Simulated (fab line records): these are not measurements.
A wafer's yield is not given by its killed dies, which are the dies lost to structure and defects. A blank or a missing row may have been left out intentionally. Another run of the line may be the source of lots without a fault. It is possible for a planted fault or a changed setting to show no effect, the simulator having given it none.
One fault seen from 3 desks	flow n5Finfet	each desk holds nothing but its own numbers, with what lay behind them at the end

== AT THE METROLOGY DESK ==
Means of the sampled wafers that have a number, per lot and without regard to the tool the lot ran on: this is what the gauges read. Marked OUT: a lot whose mean sits more than 4 standard deviations from the usual mean, which makes it out of limits; the brackets give that distance. It has 12 readings; the 7 that lie furthest out on some lot are the ones shown.
Columns: A = IOFF_N at N5_BEOL_M4_RC_MEAS_101, usual 0.18 nA/um; B = IOFF_P at N5_BEOL_M4_RC_MEAS_101, usual 0.24 nA/um; C = ION_N at N5_BEOL_M4_RC_MEAS_101, usual 680 uA/um; D = ION_P at N5_BEOL_M4_RC_MEAS_101, usual 466 uA/um; E = SS_N at N5_BEOL_M4_RC_MEAS_101, usual 71.8 mV/dec; F = VT_N at N5_BEOL_M4_RC_MEAS_101, usual 249 mV; G = VT_P at N5_BEOL_M4_RC_MEAS_101, usual -248 mV
lot	first seen here	A	B	C	D	E	F	G
L223	day 5 13:22	0.21	0.24	692	466	72.1	246	-250
L224	day 5 22:25	0.23	0.26	701	473	72.3	243	-248
L232	day 7 21:34	0.17	0.21	676	460	71.3	250	-249
L234	day 9 08:47	0.17	0.24	670	460	72.6	250	-248
L236	day 9 15:14	0.15	0.18	666	450	71.4	250	-255
This desk's verdict: no lot among the 5 shows anything out of limits.

== THE DEFECT DESK ==
Inspection counts along the route, by lot: the mean over sampled wafers that carry a number. Marked OUT: a lot whose mean sits more than 4 standard deviations from the usual mean, which makes it out of limits; the brackets give that distance.
Columns: A = rawDefectCount at N5_MOL_CONTACT_COAG_INSPECT_57, usual 193
lot	first seen here	A
L223	day 5 13:27	153
L224	day 5 22:31	219
L232	day 7 21:38	199
L234	day 9 08:53	149
L236	day 9 15:19	213
This desk's verdict: no lot among the 5 shows anything out of limits.

== TOOL OWNER'S DESK, rieDiel-06 ==
The tool's own readings at N5_MOL_CONTACT_COAG_ETCHBACK_135 (etches SiO2 in CHF3, target depth 25 nm, time 16.7 s): means of the sampled wafers that have a number, for each lot that ran on this tool. Marked OUT: a lot whose mean sits more than 4 standard deviations from the usual mean, which makes it out of limits; the brackets give that distance.
Columns: A = biasW at N5_MOL_CONTACT_COAG_ETCHBACK_135, usual 170.1 W; B = drypumpMotorCurrentA at N5_MOL_CONTACT_COAG_ETCHBACK_135, usual 5.6 A; C = oesProductAu at N5_MOL_CONTACT_COAG_ETCHBACK_135, usual 0.79 a.u.; D = rfVppV at N5_MOL_CONTACT_COAG_ETCHBACK_135, usual 530 V; E = showerheadPlenumPTorr at N5_MOL_CONTACT_COAG_ETCHBACK_135, usual 2.40 Torr; F = throttleValvePct at N5_MOL_CONTACT_COAG_ETCHBACK_135, usual 18.73 %
lot	first seen here	A	B	C	D	E	F
L224	day 5 23:31	170.6	5.6	0.83	520	2.46	18.62
L232	day 7 22:14	169.8	5.6	0.85	519	2.45	18.65
This desk's verdict: no lot among the 2 shows anything out of limits.

== TAKEN TOGETHER ==
From the metrology desk's view, nothing was out of limits.
Nothing out of limits was seen by the defect desk.
The desk of the tool owner found nothing out of limits.

== WHAT THE SIMULATOR PUT IN ==
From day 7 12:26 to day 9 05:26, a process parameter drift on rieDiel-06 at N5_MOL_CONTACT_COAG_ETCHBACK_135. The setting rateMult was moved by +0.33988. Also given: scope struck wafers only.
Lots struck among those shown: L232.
